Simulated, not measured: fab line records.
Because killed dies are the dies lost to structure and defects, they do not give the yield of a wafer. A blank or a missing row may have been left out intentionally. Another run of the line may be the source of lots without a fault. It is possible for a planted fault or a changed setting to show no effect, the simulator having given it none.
Split-lot study / flow n5Finfet / 21 wafers read across 7 lots, on a route 1938 steps long

## SPLIT DETAILS
At N5_BEOL_M3_HM_DEP_02 (deposits TiN, target thk 20 nm), the setting targetThkA was moved away from the recipe's 200 angstrom on 9 of the 21 wafers read, by -11.5% to +9.9%. This setting was run at the recipe's value on the other wafers.

## FROM THE SPLIT TO THE READING: what the file shows between them, 9 steps
- N5_BEOL_M3_COAT_61: time 60 s, resist thk 60 nm (also split here: spinRpm)
- N5_BEOL_M3_COAT_62: time 60 s, resist thk 12 nm
- N5_BEOL_M3_COAT_73: time 60 s, resist thk 5 nm
- N5_BEOL_M3_ETCH_74: etches underlayer in N2/H2, target depth 6.5 nm, time 5.2 s
- N5_BEOL_M3_ETCH_63: etches SiARC in CF4, target depth 15.6 nm, time 26 s
- N5_BEOL_M3_ETCH_64: etches SOC in N2/H2, target depth 75 nm, overetch 15 nm, time 112.5 s
- N5_BEOL_M3_STRIP_65: strips in N2/H2
- N5_BEOL_M3_STRIP_75: strips in N2/H2
- N5_BEOL_M3_STRIP_66: strips in CF4

## THE READING
etch.depthNm (the simulator's own value, which no gauge read), in nm, at N5_BEOL_M3_HM_OPEN_17 (chemistry Cl2/BCl3, target TiN, target depth 20 nm, overetch 6 nm). The file does not state a usual value for it. Here, 12 wafers ran the recipe; their average is 19.96 nm with a standard deviation of 0.22 nm.

wafer=L077.4; tool, chamber at the split=pvdSputter-02, -; targetThkA as run, angstrom=185.6; against the recipe=-7.2%; etch.depthNm, nm=18.41; against lot-mates on the recipe=-1.53
wafer=L077.5; tool, chamber at the split=pvdSputter-02, -; targetThkA as run, angstrom=185.6; against the recipe=-7.2%; etch.depthNm, nm=18.31; against lot-mates on the recipe=-1.63
wafer=L077.6; tool, chamber at the split=pvdSputter-02, -; targetThkA as run, angstrom=200; against the recipe=recipe; etch.depthNm, nm=19.94; against lot-mates on the recipe=-
wafer=L082.2; tool, chamber at the split=pvdSputter-03, -; targetThkA as run, angstrom=200; against the recipe=recipe; etch.depthNm, nm=19.89; against lot-mates on the recipe=-
wafer=L082.5; tool, chamber at the split=pvdSputter-03, -; targetThkA as run, angstrom=200; against the recipe=recipe; etch.depthNm, nm=20.28; against lot-mates on the recipe=-
wafer=L082.6; tool, chamber at the split=pvdSputter-03, -; targetThkA as run, angstrom=200; against the recipe=recipe; etch.depthNm, nm=19.8; against lot-mates on the recipe=-
wafer=L085.3; tool, chamber at the split=pvdSputter-01, -; targetThkA as run, angstrom=210.2; against the recipe=+5.1%; etch.depthNm, nm=21.11; against lot-mates on the recipe=+1.00
wafer=L085.4; tool, chamber at the split=pvdSputter-01, -; targetThkA as run, angstrom=200; against the recipe=recipe; etch.depthNm, nm=20.05; against lot-mates on the recipe=-
wafer=L085.5; tool, chamber at the split=pvdSputter-01, -; targetThkA as run, angstrom=200; against the recipe=recipe; etch.depthNm, nm=20.16; against lot-mates on the recipe=-
wafer=L087.3; tool, chamber at the split=pvdSputter-03, -; targetThkA as run, angstrom=182.8; against the recipe=-8.6%; etch.depthNm, nm=18.33; against lot-mates on the recipe=-1.44
wafer=L087.4; tool, chamber at the split=pvdSputter-03, -; targetThkA as run, angstrom=200; against the recipe=recipe; etch.depthNm, nm=19.77; against lot-mates on the recipe=-
wafer=L087.6; tool, chamber at the split=pvdSputter-03, -; targetThkA as run, angstrom=182.8; against the recipe=-8.6%; etch.depthNm, nm=17.97; against lot-mates on the recipe=-1.80
wafer=L091.1; tool, chamber at the split=pvdSputter-03, -; targetThkA as run, angstrom=176.9; against the recipe=-11.5%; etch.depthNm, nm=17.83; against lot-mates on the recipe=-2.32
wafer=L091.2; tool, chamber at the split=pvdSputter-03, -; targetThkA as run, angstrom=200; against the recipe=recipe; etch.depthNm, nm=20.01; against lot-mates on the recipe=-
wafer=L091.3; tool, chamber at the split=pvdSputter-03, -; targetThkA as run, angstrom=200; against the recipe=recipe; etch.depthNm, nm=20.28; against lot-mates on the recipe=-
wafer=L092.1; tool, chamber at the split=pvdSputter-02, -; targetThkA as run, angstrom=219.7; against the recipe=+9.9%; etch.depthNm, nm=21.74; against lot-mates on the recipe=+1.66
wafer=L092.3; tool, chamber at the split=pvdSputter-02, -; targetThkA as run, angstrom=219.7; against the recipe=+9.9%; etch.depthNm, nm=22.19; against lot-mates on the recipe=+2.11
wafer=L092.5; tool, chamber at the split=pvdSputter-02, -; targetThkA as run, angstrom=200; against the recipe=recipe; etch.depthNm, nm=20.08; against lot-mates on the recipe=-
wafer=L095.1; tool, chamber at the split=pvdSputter-01, -; targetThkA as run, angstrom=200; against the recipe=recipe; etch.depthNm, nm=19.58; against lot-mates on the recipe=-
wafer=L095.2; tool, chamber at the split=pvdSputter-01, -; targetThkA as run, angstrom=200; against the recipe=recipe; etch.depthNm, nm=19.68; against lot-mates on the recipe=-
wafer=L095.5; tool, chamber at the split=pvdSputter-01, -; targetThkA as run, angstrom=188.1; against the recipe=-5.9%; etch.depthNm, nm=18.39; against lot-mates on the recipe=-1.24

FIT RESULTS
A straight line over all 21 wafers: etch.depthNm changes by +0.208 nm for each +1% of targetThkA; r = +0.98; the points scatter about the line by 0.22 nm.
The same after taking each lot's own level away (the mean of its wafers on the recipe; 21 wafers): +0.198 nm for each +1%; r = +0.99; scatter 0.15 nm.
That fit puts the effect of the largest move of targetThkA on the reading at 2.3 nm.
From 19.630 to 20.145 nm: that is the span of the lots' own levels, equal to 2.4 times the standard deviation above.
Hence the lot-to-lot level has little effect on the slope; both slopes agree.
Check: for one of the wafers moved furthest among these (-11.5%), held out of the fit, the line's prediction against its lot-mates is -2.3 nm. It came out at -2.32 nm against them.

## THE OTHER SPLITS THESE WAFERS WENT THROUGH
These wafers also went through other splits before the reading. Each is held against what the fit with the lots' levels taken away leaves over:
other split on the same wafers=N5_BEOL_M0_SAQP_COAT_105 spinRpm; wafers away from the commonest value=8; r with etch.depthNm (lot level and that fit taken away)=-0.24
other split on the same wafers=N5_BEOL_M0_ETCH_109 biasW; wafers away from the commonest value=10; r with etch.depthNm (lot level and that fit taken away)=-0.38
other split on the same wafers=N5_BEOL_M1_TRENCH_ETCH_37 sourceW; wafers away from the commonest value=7; r with etch.depthNm (lot level and that fit taken away)=+0.19
other split on the same wafers=N5_BEOL_M2_COAT_67 spinRpm; wafers away from the commonest value=8; r with etch.depthNm (lot level and that fit taken away)=-0.01
other split on the same wafers=N5_BEOL_M2_COAT_22 spinRpm; wafers away from the commonest value=9; r with etch.depthNm (lot level and that fit taken away)=-0.12
other split on the same wafers=N5_BEOL_M2_ETCH_69 biasW; wafers away from the commonest value=7; r with etch.depthNm (lot level and that fit taken away)=+0.06
other split on the same wafers=N5_BEOL_M2_ALD_98 aldCycles; wafers away from the commonest value=8; r with etch.depthNm (lot level and that fit taken away)=+0.08
other split on the same wafers=N5_BEOL_M3_COAT_61 spinRpm; wafers away from the commonest value=5; r with etch.depthNm (lot level and that fit taken away)=-0.07

## THE WHOLE CHAIN: every reading that the file lists as answering this split, in the file's order
step=N5_BEOL_M3_HM_DEP_02; what it does=deposits TiN, target thk 20 nm; reading=TiN_of_BEOL_M3_HM_DEP_02.thkNm (the simulator's own value, which no gauge read); change (the file's fit)=+0.202 nm for each +1% of the setting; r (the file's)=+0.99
step=N5_BEOL_M3_HM_OPEN_17; what it does=chemistry Cl2/BCl3, target TiN, target depth 20 nm, overetch 6 nm; reading=etch.depthNm (the simulator's own value, which no gauge read); change (the file's fit)=+0.199 nm for each +1% of the setting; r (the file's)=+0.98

## THE FILE'S OWN FIT
etch.depthNm changes by +0.199 nm for each +1% of targetThkA, r = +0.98.
